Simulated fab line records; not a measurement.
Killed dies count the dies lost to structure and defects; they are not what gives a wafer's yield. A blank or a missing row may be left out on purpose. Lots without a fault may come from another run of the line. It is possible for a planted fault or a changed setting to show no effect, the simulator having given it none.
Comparing a struck lot with a sound one | flow nandHarc | 13 steps out of a route of 1302
Sound: the wafers L484.2, L484.5, L484.6. Struck: wafers L497.3, L497.4, L497.5. The cause is given at the end.
Per side, at each step with rows, come the tool, then ch with its chambers, and then its first start. Under that, the readings that differ: sound wafers | struck wafers | difference of the means | sigmas: that difference in standard deviations of wafers without a fault.
alike: same words and numbers on both sides, and readings whose means sit less than 2 such deviations apart. not compared: any withheld reading, any reading some wafer has no value for, any bound like >300 that may hide the same value, and any number with overlapping values for which the record gives no deviation.
A row with sigmas, a row that says differs or no value, or rows on one side alone: a step with any of these is where the two part. Non-overlapping numbers with no deviation appear without sigmas and do not part them. A reading that every wafer of one side lacks parts them only if that side has two wafers or more.

NHARC_A_STAIRCASE_TRIM_16: chemistry O2, time 211.2 s.
  sound on rieDiel-06 ch 1,2,3; struck on rieDiel-06 ch 1,2,3
  alike: chamberPressureMTorr, drypumpMotorCurrentA, oesProductAu, rfVppV, showerheadPlenumPTorr, throttleValvePct
  not compared: rfHoursCounterH
NHARC_A_STAIRCASE_ETCH_17: etches the open film in C4F8/O2, target depth 100 nm, time 40.5 s.
  sound on rieDiel-06 ch 0,1; struck on rieDiel-06 ch 0,2
  alike: biasW, chamberPressureMTorr, oesProductAu, rfVppV
  not compared: rfHoursCounterH
then, 2 steps without rows for these wafers: NHARC_A_STAIRCASE_TRIM_18 (chemistry O2, time 211.2 s); NHARC_A_STAIRCASE_ETCH_19 (etches the open film in C4F8/O2, target depth 100 nm, time 40.5 s).
NHARC_A_STAIRCASE_TRIM_20: chemistry O2, time 211.2 s.
  sound on rieDiel-06 ch 2,3, day 16 23:47; struck on rieDiel-03 ch 0,1, day 21 20:53
  alike: chamberPressureMTorr, drypumpMotorCurrentA, oesProductAu, rfVppV, showerheadPlenumPTorr, throttleValvePct
  not compared: rfHoursCounterH
then, 3 steps without rows for these wafers: NHARC_A_STAIRCASE_ETCH_21 (etches the open film in C4F8/O2, target depth 100 nm, time 40.5 s); NHARC_A_STAIRCASE_TRIM_22 (chemistry O2, time 211.2 s); NHARC_A_STAIRCASE_ETCH_23 (etches the open film in C4F8/O2, target depth 100 nm, time 40.5 s).
NHARC_A_STAIRCASE_TRIM_24: chemistry O2, time 211.2 s.
  sound on rieDiel-06 ch 0,1; struck on rieDiel-03 ch 0,1,2
reading    | sound          | struck         | difference | sigmas
rfVppV (V) | 60.5 58.7 58.4 | 56.5 57.7 57.1 | -2.1       | -2
  alike: chamberPressureMTorr, drypumpMotorCurrentA, oesProductAu, showerheadPlenumPTorr, throttleValvePct
  not compared: rfHoursCounterH
NHARC_A_STAIRCASE_ETCH_25: etches the open film in C4F8/O2, target depth 100 nm, time 40.5 s.
  sound on rieDiel-06 ch 2,3; struck on rieDiel-03 ch 0,3
reading    | sound       | struck      | difference | sigmas
rfVppV (V) | 905 906 906 | 891 891 890 | -15        | -3
  alike: biasW, chamberPressureMTorr, oesProductAu
  not compared: rfHoursCounterH
then, 1 step without rows for these wafers: NHARC_A_STAIRCASE_TRIM_26 (chemistry O2, time 211.2 s).
NHARC_A_STAIRCASE_ETCH_27: etches the open film in C4F8/O2, target depth 100 nm, time 40.5 s.
  sound on rieDiel-06 ch 0,2,3, day 17 00:41; struck on rieDiel-03 ch 0,1,3, day 21 21:59
  no value came back on the struck wafers for biasW (W), chamberPressureMTorr (mTorr), oesProductAu (a.u.), rfVppV (V); on the sound wafers biasW (W) reads 1003 996 1001
  not compared: rfHoursCounterH
-- record jumps: 9 days between struck wafers' starts before vs after; left off in module A_STAIRCASE, resumes in module END, first step shown is number 1302 of the route --
NHARC_END_SORT_01:
  at this point the record logs the struck wafers (prober-01 ch 0, day 30 21:44) and has no rows for the sound ones

== WHERE THEY PART ==
Last at NHARC_END_SORT_01 as far as this record goes, first at NHARC_A_STAIRCASE_TRIM_24.

WHY: the cause the simulator had injected
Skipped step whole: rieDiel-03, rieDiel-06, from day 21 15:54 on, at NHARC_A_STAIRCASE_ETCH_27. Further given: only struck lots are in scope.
